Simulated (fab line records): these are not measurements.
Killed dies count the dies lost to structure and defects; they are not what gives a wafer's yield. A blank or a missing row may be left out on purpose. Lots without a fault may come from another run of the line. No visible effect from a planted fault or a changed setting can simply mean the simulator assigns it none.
Struck lot and sound lot, side by side / flow nandHarc / 14 out of 1302 route steps
Sound: wafers L625.1, L625.4, L625.5. Struck: wafer L621.3; the same lot's L621.6 was not struck, so it is left out; see the end for the cause.
Order at every step that has rows: each side's tool, ch and its chambers, its first start. Under that, the readings that differ: sound wafers / struck wafers / difference of the means / sigmas: that difference in standard deviations of wafers without a fault.
alike: same words and numbers on both sides, and readings whose means sit less than 2 such deviations apart. not compared: any withheld reading, any reading some wafer has no value for, any bound like >300 that may hide the same value, and any number with overlapping values for which the record gives no deviation.
The two part at a step that has a row with sigmas, a row that says differs or no value, or rows on one side only. Non-overlapping numbers with no deviation appear without sigmas and do not part them. A reading missing from all wafers of one side parts the sides only when that side holds two or more wafers.

first, 7 steps without rows for these wafers: NHARC_A_CONTACT_COAT_87 (time 65 s); NHARC_A_CONTACT_COAT_02 (resist thk 90 nm); NHARC_A_CONTACT_SOFTBAKE_03 (time 55 s); NHARC_A_CONTACT_EBR_04; NHARC_A_CONTACT_EXPOSE_05 (exposes mask A CC); NHARC_A_CONTACT_PEB_06 (peb time 65 s); NHARC_A_CONTACT_DEVELOP_07 (develop time 35 s).
NHARC_A_CONTACT_CD_MEAS_08: target cd 200 nm.
  sound on cdSem-02 ch 0, day 30 12:16; struck on cdSem-03 ch 0, day 28 10:01
  alike: cdNm
NHARC_A_CONTACT_OVL_MEAS_09:
  sound on overlay-01, day 30 12:21; struck on overlay-02, day 28 10:07
reading=overlayYNm (nm); sound=2.3 2.3 1.9; struck=-1.7; difference=-3.9; sigmas=-4
  alike: overlayXNm
NHARC_A_CONTACT_INSPECT_10:
  sound on defectInspect-02, day 30 12:23; struck on defectInspect-01, day 28 10:08
  alike: rawDefectCount
NHARC_A_CONTACT_DESCUM_13: chemistry O2, time 3 s.
  sound on rieDiel-01 ch 1,3, day 30 12:27; struck on rieDiel-04 ch 2, day 28 10:12
  alike: drypumpMotorCurrentA, oesProductAu, rfVppV, showerheadPlenumPTorr, throttleValvePct
  not compared: rfHoursCounterH
NHARC_A_CONTACT_ETCH_88: etches the open film in CF4, target depth 39 nm, time 65 s.
  sound on rieDiel-01 ch 1,2, day 30 12:32; struck on rieDiel-04 ch 0, day 28 10:17
reading=throttleValvePct (%); sound=13.276 13.294 13.289; struck=13.268; difference=-0.018; sigmas=-2
  alike: drypumpMotorCurrentA, oesProductAu, rfVppV, showerheadPlenumPTorr
  not compared: rfHoursCounterH
NHARC_A_CONTACT_ETCH_89: etches the open film in N2/H2, target depth 260 nm, time 475.3 s.
  sound on rieDiel-01 ch 0,1,2, day 30 12:38; struck on rieDiel-04 ch 2, day 28 10:27
reading=oesProductAu (a.u.); sound=1.002 0.993 0.985; struck=0.876; difference=-0.117; sigmas=-10
  alike: drypumpMotorCurrentA, rfVppV, showerheadPlenumPTorr, throttleValvePct
  not compared: rfHoursCounterH
NHARC_A_CONTACT_ETCH_30: etches the open film in CF4/CHF3, target depth 72.6 nm, time 36.3 s.
  sound on rieDiel-01 ch 1,2; struck on rieDiel-04 ch 0
reading=oesProductAu (a.u.); sound=0.918 0.930 0.938; struck=0.993; difference=+0.064; sigmas=+3
  alike: drypumpMotorCurrentA, rfVppV, showerheadPlenumPTorr, throttleValvePct
  not compared: rfHoursCounterH

== WHERE THEY PART ==
At NHARC_A_CONTACT_OVL_MEAS_09 first; at NHARC_A_CONTACT_ETCH_30 last (within this record only).

WHY: what had been put in by the simulator
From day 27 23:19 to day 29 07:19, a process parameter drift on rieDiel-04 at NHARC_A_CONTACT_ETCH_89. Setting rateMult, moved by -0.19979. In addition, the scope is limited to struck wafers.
